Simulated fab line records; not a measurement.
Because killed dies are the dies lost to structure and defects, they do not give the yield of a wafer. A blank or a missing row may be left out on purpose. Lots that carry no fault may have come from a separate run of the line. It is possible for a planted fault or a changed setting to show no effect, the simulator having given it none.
One fault seen from 2 desks || flow n5_finfet || only its own numbers are on each desk; what lay behind them is given at the end

## THE METROLOGY DESK
What the gauges read for every lot (on any tool): the sampled wafers with a number, averaged. Any lot whose mean is over 4 standard deviations away from the usual mean is out of limits and marked OUT; that distance is given in the brackets. Readings shown: 7 of its 10, picked as those furthest out on some lot.
Columns: A = DIBL_N at N5_BEOL_M4_RC_MEAS_101, usual 36.5 mV/V; B = IOFF_N at N5_BEOL_M4_RC_MEAS_101, usual 0.17 nA/um; C = IOFF_P at N5_BEOL_M4_RC_MEAS_101, usual 0.21 nA/um; D = SS_N at N5_BEOL_M4_RC_MEAS_101, usual 71.7 mV/dec; E = SS_P at N5_BEOL_M4_RC_MEAS_101, usual 73.4 mV/dec; F = VT_N at N5_BEOL_M4_RC_MEAS_101, usual 249 mV; G = VT_P at N5_BEOL_M4_RC_MEAS_101, usual -251 mV
{"lot": "L701", "first seen here": "day 8 17:21", "A": 38.0, "B": 0.18, "C": 0.23, "D": 71.4, "E": 74.1, "F": 247, "G": -250}
{"lot": "L704", "first seen here": "day 9 01:02", "A": 34.3, "B": 0.15, "C": 0.20, "D": 70.7, "E": 73.2, "F": 250, "G": -248}
{"lot": "L702", "first seen here": "day 9 12:31", "A": 39.4, "B": 0.22, "C": 0.23, "D": 72.2, "E": 73.8, "F": 246, "G": -252}
{"lot": "L705", "first seen here": "day 9 17:25", "A": 37.5, "B": 0.19, "C": 0.24, "D": 71.9, "E": 73.6, "F": 247, "G": -250}
{"lot": "L708", "first seen here": "day 10 21:35", "A": 35.8, "B": 0.13, "C": 0.16, "D": 71.0, "E": 72.6, "F": 254, "G": -256}
{"lot": "L707", "first seen here": "day 10 22:04", "A": 34.8, "B": 0.15, "C": 0.19, "D": 71.4, "E": 72.9, "F": 249, "G": -250}
{"lot": "L714", "first seen here": "day 12 18:41", "A": 37.5, "B": 0.20, "C": 0.23, "D": 72.0, "E": 74.4, "F": 248, "G": -249}
{"lot": "L719", "first seen here": "day 13 10:07", "A": 35.8, "B": 0.17, "C": 0.20, "D": 72.0, "E": 73.1, "F": 249, "G": -253}
{"lot": "L716", "first seen here": "day 13 10:46", "A": 38.0, "B": 0.17, "C": 0.22, "D": 71.8, "E": 73.8, "F": 248, "G": -250}
{"lot": "L718", "first seen here": "day 13 19:34", "A": 33.5, "B": 0.13, "C": 0.16, "D": 71.8, "E": 72.9, "F": 252, "G": -254}
This desk's verdict: no lot among the 10 shows anything out of limits.

## AT THE TOOL OWNER'S DESK: rie_metal-02
The tool's own readings at N5_GATE_CUT_CUT_ETCH_53 (etches W in SF6/Cl2, target depth 79.2 nm): means of the sampled wafers that have a number, for each lot that ran on this tool. Any lot whose mean is over 4 standard deviations away from the usual mean is out of limits and marked OUT; that distance is given in the brackets.
Columns: A = bias_w at N5_GATE_CUT_CUT_ETCH_53, usual 80.01 W; B = drypump_motor_current_A at N5_GATE_CUT_CUT_ETCH_53, usual 5.4 A; C = etch_rf_on_time_s at N5_GATE_CUT_CUT_ETCH_53, usual 25.9 s; D = oes_product_au at N5_GATE_CUT_CUT_ETCH_53, usual 0.64 a.u.; E = throttle_valve_pct at N5_GATE_CUT_CUT_ETCH_53, usual 28.68 %
{"lot": "L707", "first seen here": "day 6 07:35", "A": 79.95, "B": 5.5, "C": 25.9, "D": 0.69, "E": 28.55}
{"lot": "L708", "first seen here": "day 6 15:26", "A": 79.93, "B": 5.7, "C": 25.8, "D": 0.64, "E": 28.64}
{"lot": "L716", "first seen here": "day 8 14:21", "A": 79.93, "B": 5.5, "C": "22.5 (-5.7) OUT", "D": 0.74, "E": 28.56}
{"lot": "L718", "first seen here": "day 8 23:37", "A": 80.44, "B": 5.8, "C": "22.4 (-5.8) OUT", "D": 0.67, "E": 28.70}
{"lot": "L719", "first seen here": "day 9 06:18", "A": 80.03, "B": 5.7, "C": 23.7, "D": 0.67, "E": 28.65}
This desk's finding: out of limits on L716, L718; first on L716, day 8 14:21 (etch_rf_on_time_s at N5_GATE_CUT_CUT_ETCH_53). L707, L708, L719 stayed within limits.

## PUT TOGETHER
On L716, L718, at day 8 14:21, an alarm was possible from the tool owner's desk.
At the metrology desk, nothing out of limits was observed.
The metrology desk has L716, L718 on record, within its limits.
The lots listed all ran N5_GATE_CUT_CUT_ETCH_53 on rie_metal-02.

## WHAT THE SIMULATOR PUT IN
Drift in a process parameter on rie_metal-02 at N5_GATE_CUT_CUT_ETCH_53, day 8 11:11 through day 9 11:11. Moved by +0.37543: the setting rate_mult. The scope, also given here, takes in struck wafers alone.
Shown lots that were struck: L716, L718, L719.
How many hours passed from the start of the fault until each desk's first out-of-limits reading: the tool owner's desk, 3.
